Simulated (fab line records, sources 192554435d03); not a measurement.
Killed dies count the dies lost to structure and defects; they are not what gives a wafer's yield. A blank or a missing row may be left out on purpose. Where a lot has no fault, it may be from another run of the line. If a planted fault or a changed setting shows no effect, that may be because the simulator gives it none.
Chamber matching | flow n5 finfet | cmp-03 running N5_GATE_CUT_CMP_23: 4 sister chambers
The step polishes, stops on SiO2, t overpolish 23.4 s, target thk 16 nm. 8 wafers are shown with their chamber, then 9 later ones without.

WAFERS, EACH WITH ITS CHAMBER
wafer  | chamber | time to endpoint s (s) | motor current A (A)
L079.6 | 2       | 20.8                   | 7.8
L083.1 | 1       | 23.6                   | 8.0
L083.2 | 2       | 19.2                   | 8.2
L083.6 | 0       | 18.7                   | 8.0
L084.1 | 1       | 22.4                   | 8.3
L086.3 | 0       | 18.2                   | 7.7
L086.4 | 3       | 22.5                   | 8.7
L086.5 | 3       | 23.3                   | 8.8

WAFERS WHOSE CHAMBER IS MISSING
wafer  | time to endpoint s (s) | motor current A (A)
L087.2 | 24.4                   | 7.9
L087.3 | 18.9                   | 7.8
L087.5 | 23.2                   | 8.2
L091.1 | 17.3                   | 7.4
L091.2 | 20.1                   | 7.8
L091.4 | 22.9                   | 8.8
L095.2 | 24.8                   | 8.2
L095.3 | 21.1                   | 8.3
L095.6 | 28.2                   | 7.8

EACH ONE'S CHAMBER
wafer  | from the rows above          | in truth
L087.2 | 1                            | 1
L087.3 | can't be placed: 0 or 2      | 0
L087.5 | 1                            | 1
L091.1 | can't be placed: 0 or 2      | 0
L091.2 | can't be placed: 2 or 0      | 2
L091.4 | 3                            | 3
L095.2 | can't be placed: 1 or 3      | 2
L095.3 | can't be placed: 2 or 1 or 3 | 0
L095.6 | can't be placed: 1 or 3      | 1
Correct placement for 3 of the 9. Can't be placed from these rows: 6 (the true chamber is among the candidates in 4). Number placed wrongly: 0.
How it was worked out, from the rows above alone: a wafer's distance from a chamber is the root of the sum, over the readings, of the square of ((its reading less the chamber's mean) divided by the reading's scatter). If the next closest chamber is less than 2 further off than the closest, the wafer can't be placed; otherwise it belongs to the closest. For every chamber, the mean is computed from those of its wafers that are shown. The scatter: the root of (the sum of the squares of (reading less its chamber's mean) over the shown wafers, divided by (wafers less chambers)).
